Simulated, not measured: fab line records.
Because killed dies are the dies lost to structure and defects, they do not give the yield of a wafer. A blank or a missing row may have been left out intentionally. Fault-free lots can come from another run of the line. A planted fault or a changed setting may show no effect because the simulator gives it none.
Matching of chambers || flow nand_harc || 4 sister chambers for NHARC_A_CONTACT_ETCH_106 on rie_diel-13
The step etches the open film in CF4/O2, target depth 90 nm, overetch 9 nm, time 49.5 s. 7 wafers are shown with their chamber, then 8 later ones without.

== WAFERS PAIRED WITH THEIR CHAMBERS ==
{"wafer": "L087.1", "chamber": 3, "drypump_motor_current_A (A)": 5.70, "showerhead_plenum_p_Torr (Torr)": 1.29}
{"wafer": "L087.3", "chamber": 1, "drypump_motor_current_A (A)": 5.54, "showerhead_plenum_p_Torr (Torr)": 1.27}
{"wafer": "L087.6", "chamber": 0, "drypump_motor_current_A (A)": 5.30, "showerhead_plenum_p_Torr (Torr)": 1.24}
{"wafer": "L090.2", "chamber": 2, "drypump_motor_current_A (A)": 5.63, "showerhead_plenum_p_Torr (Torr)": 1.29}
{"wafer": "L090.5", "chamber": 3, "drypump_motor_current_A (A)": 5.71, "showerhead_plenum_p_Torr (Torr)": 1.29}
{"wafer": "L090.6", "chamber": 2, "drypump_motor_current_A (A)": 5.61, "showerhead_plenum_p_Torr (Torr)": 1.30}
{"wafer": "L093.1", "chamber": 1, "drypump_motor_current_A (A)": 5.54, "showerhead_plenum_p_Torr (Torr)": 1.27}

== WAFERS WITHOUT THEIR CHAMBER ==
{"wafer": "L093.4", "drypump_motor_current_A (A)": 5.68, "showerhead_plenum_p_Torr (Torr)": 1.29}
{"wafer": "L093.6", "drypump_motor_current_A (A)": 5.66, "showerhead_plenum_p_Torr (Torr)": 1.29}
{"wafer": "L094.1", "drypump_motor_current_A (A)": 5.31, "showerhead_plenum_p_Torr (Torr)": 1.45}
{"wafer": "L094.4", "drypump_motor_current_A (A)": 5.62, "showerhead_plenum_p_Torr (Torr)": 1.29}
{"wafer": "L094.5", "drypump_motor_current_A (A)": 5.62, "showerhead_plenum_p_Torr (Torr)": 1.29}
{"wafer": "L097.1", "drypump_motor_current_A (A)": 5.70, "showerhead_plenum_p_Torr (Torr)": 1.29}
{"wafer": "L097.2", "drypump_motor_current_A (A)": 5.28, "showerhead_plenum_p_Torr (Torr)": 1.44}
{"wafer": "L097.5", "drypump_motor_current_A (A)": 5.54, "showerhead_plenum_p_Torr (Torr)": 1.27}

== THE CHAMBER EACH PASSED THROUGH ==
{"wafer": "L093.4", "from the rows above": 3, "in truth": 3}
{"wafer": "L093.6", "from the rows above": "can't be placed: 2 or 3", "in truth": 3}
{"wafer": "L094.1", "from the rows above": "can't be placed: 1 or 2 or 0", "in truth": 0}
{"wafer": "L094.4", "from the rows above": 2, "in truth": 2}
{"wafer": "L094.5", "from the rows above": 2, "in truth": 2}
{"wafer": "L097.1", "from the rows above": 3, "in truth": 3}
{"wafer": "L097.2", "from the rows above": "can't be placed: 0 or 1", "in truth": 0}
{"wafer": "L097.5", "from the rows above": 1, "in truth": 1}
Correct placement for 5 of the 8. Unplaceable from these rows: 3, with the true chamber sitting among the candidates in 3. 0 placed wrongly.
How it was worked out, from the rows above alone: a wafer's distance from a chamber is the root of the sum, over the readings, of the square of ((its reading less the chamber's mean) divided by the reading's scatter). If the next closest chamber is less than 2 further off than the closest, the wafer can't be placed; otherwise it belongs to the closest. A chamber's mean is the mean of its shown wafers. The scatter: the root of (the sum of the squares of (reading less its chamber's mean) over the shown wafers, divided by (wafers less chambers)).
